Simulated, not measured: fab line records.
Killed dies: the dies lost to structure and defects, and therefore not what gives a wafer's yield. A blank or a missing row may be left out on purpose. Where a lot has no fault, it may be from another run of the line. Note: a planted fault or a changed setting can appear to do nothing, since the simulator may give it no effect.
The tool behind it: which one? + flow nand harc + 24 lots (72 wafers sampled), 1 step of a 1302-step route

## WHAT EACH GAUGE READ, for each wafer
NHARC_P_STI_INSPECT_25. Usual: raw defect count at 215, with a standard deviation of 75.
| lot  | measured     | on                | raw defect count | flag |
|------|--------------|-------------------|------------------|------|
| L074 | day 3 23:39  | defect inspect-01 | 317 272 253      |      |
| L075 | day 4 12:11  | defect inspect-01 | 236 167 160      |      |
| L076 | day 4 22:28  | defect inspect-02 | 321 248 229      |      |
| L077 | day 5 11:23  | defect inspect-02 | 255 225 197      |      |
| L078 | day 5 11:23  | defect inspect-02 | 240 170 272      |      |
| L079 | day 6 00:23  | defect inspect-02 | 112 140 242      |      |
| L080 | day 6 09:40  | defect inspect-02 | 113 119 111      |      |
| L081 | day 6 20:00  | defect inspect-02 | 181 148 192      |      |
| L082 | day 7 10:37  | defect inspect-02 | 213 340 199      |      |
| L083 | day 7 16:31  | defect inspect-02 | 221 236 263      |      |
| L084 | day 8 01:40  | defect inspect-01 | 225 222 225      |      |
| L085 | day 8 13:19  | defect inspect-02 | 198 266 201      |      |
| L086 | day 9 00:42  | defect inspect-01 | 329 409 247      |      |
| L087 | day 10 01:26 | defect inspect-01 | 246 130 178      |      |
| L089 | day 10 01:26 | defect inspect-02 | 332 123 310      |      |
| L088 | day 10 01:26 | defect inspect-01 | 181 121 145      |      |
| L090 | day 10 13:02 | defect inspect-02 | 173 197 154      |      |
| L091 | day 11 01:53 | defect inspect-02 | 286 297 263      |      |
| L092 | day 11 10:16 | defect inspect-01 | 204 152 153      |      |
| L093 | day 11 22:49 | defect inspect-02 | 199 104 158      |      |
| L094 | day 12 06:18 | defect inspect-02 | 140 175 197      |      |
| L095 | day 12 19:30 | defect inspect-01 | 166 183 272      |      |
| L096 | day 13 01:17 | defect inspect-01 | 164 170 165      |      |
| L097 | day 13 12:31 | defect inspect-02 | 142 158 126      |      |

## WHAT TOOL EACH LOT RAN ON (gives the tool, then ch and the chambers of the sampled wafers, and finally the start)
There is no process step in the record ahead of these readings.

## WHAT THE TOOLS THEMSELVES READ (means of the sampled wafers that have a number; where no wafer has one, the mark that the record gives instead)
The record holds no such reading with a usual standard deviation.

## THE ANSWER, worked out from the rows above alone
Rule: lot off if the mean of its wafers having a number is beyond 3 standard deviations from the usual mean. Also off: a lot with no number at a reading for which 4 or more lots have one. The other lots that the step has rows for count as sound. The gauges are gone through in route order, then the tools' own readings, and for those a lot's mean is taken as printed above. At the first step where some lot is off, the reading lying furthest off is the one used; lots without a number count as furthest.
No lot is off on any of the readings shown, so nothing can be concluded from this.

## WHAT HAD BEEN PUT IN BY THE SIMULATOR
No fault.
